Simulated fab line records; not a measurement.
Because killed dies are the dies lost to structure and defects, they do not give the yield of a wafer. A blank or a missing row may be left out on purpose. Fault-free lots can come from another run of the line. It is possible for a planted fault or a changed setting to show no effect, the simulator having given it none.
Split-lot study    flow n5-finfet    21 wafers read across 7 lots, on a route 1938 steps long

THE SPLIT
At N5_MIM_BOT_SPUTTER_00 (material TiN, target thk 35 nm, time 89.7 s), the setting time-s was moved away from the recipe's 89.7 s on 4 of the 21 wafers read, by -14.8% to +4.0%. All remaining wafers had this setting at the recipe value.

Reading taken at the split's own step.

THE READING
TiN_of_MIM_BOT_SPUTTER_00.thk-nm (the simulator's own value, which no gauge read), in nm, at N5_MIM_BOT_SPUTTER_00 (material TiN, target thk 35 nm, time 89.7 s). No usual value for it is given in the file. Across the 17 wafers here that went through the recipe, the average is 35.1 nm and the standard deviation 0.47 nm.

wafer   tool, chamber at the split  time-s as run, s  against the recipe  TiN_of_MIM_BOT_SPUTTER_00.thk-nm, nm  against lot-mates on the recipe
L074.1  pvd-sputter-01, -           89.7              recipe              34                                    -
L074.4  pvd-sputter-01, -           89.7              recipe              35.4                                  -
L074.5  pvd-sputter-01, -           89.7              recipe              35.8                                  -
L077.1  pvd-sputter-02, -           89.7              recipe              35                                    -
L077.3  pvd-sputter-02, -           89.7              recipe              34.8                                  -
L077.4  pvd-sputter-02, -           89.7              recipe              35.2                                  -
L079.1  pvd-sputter-03, -           89.7              recipe              35.2                                  -
L079.2  pvd-sputter-03, -           89.7              recipe              35.4                                  -
L079.3  pvd-sputter-03, -           89.7              recipe              35                                    -
L084.1  pvd-sputter-02, -           93.26             +4.0%               36.6                                  +2.2
L084.3  pvd-sputter-02, -           93.26             +4.0%               35.8                                  +1.4
L084.6  pvd-sputter-02, -           89.7              recipe              34.4                                  -
L085.2  pvd-sputter-03, -           89.7              recipe              35.6                                  -
L085.4  pvd-sputter-03, -           80.24             -10.5%              31.2                                  -4.2
L085.5  pvd-sputter-03, -           89.7              recipe              35.2                                  -
L088.1  pvd-sputter-01, -           89.7              recipe              35.8                                  -
L088.4  pvd-sputter-01, -           89.7              recipe              34.6                                  -
L088.5  pvd-sputter-01, -           89.7              recipe              35.6                                  -
L096.1  pvd-sputter-02, -           76.44             -14.8%              29.8                                  -5.2
L096.3  pvd-sputter-02, -           89.7              recipe              35                                    -
L096.6  pvd-sputter-02, -           89.7              recipe              35                                    -

FIT RESULTS
A straight line over all 21 wafers: TiN_of_MIM_BOT_SPUTTER_00.thk-nm changes by +0.354 nm for each +1% of time-s; r = +0.95; the points scatter about the line by 0.48 nm.
The same after taking each lot's own level away (the mean of its wafers on the recipe; 21 wafers): +0.377 nm for each +1%; r = +0.97; scatter 0.43 nm.
According to that fit, moving time-s by its largest amount changes the reading by 5.6 nm.
From 34.40 to 35.40 nm: that is the span of the lots' own levels, equal to 2.1 times the standard deviation above.
Consequently the slope shifts little with the lot-to-lot level, the two slopes agreeing.
Check: with one of the wafers moved furthest among these (-14.8%) left out of the fit, the line predicts -6.05 nm for it against its lot-mates. Against them it came out at -5.2 nm.

THE OTHER SPLITS THESE WAFERS WENT THROUGH
Before the reading, these wafers also passed through other splits. Each is held against what the fit with the lots' levels taken away leaves over:
other split on the same wafers  wafers away from the commonest value  r with TiN_of_MIM_BOT_SPUTTER_00.thk-nm (lot level and that fit taken away)
N5_BEOL_M13_COAT_04 spin-rpm    8                                     -0.05
N5_BEOL_M13_EXPOSE_07 dose-mj   7                                     +0.09
N5_BEOL_M15_ILD_DEP_00 time-s   5                                     +0.14
N5_BEOL_M15_EXPOSE_07 dose-mj   7                                     -0.18

THE FILE'S OWN FIT
TiN_of_MIM_BOT_SPUTTER_00.thk-nm changes by +0.371 nm for each +1% of time-s, r = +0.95.
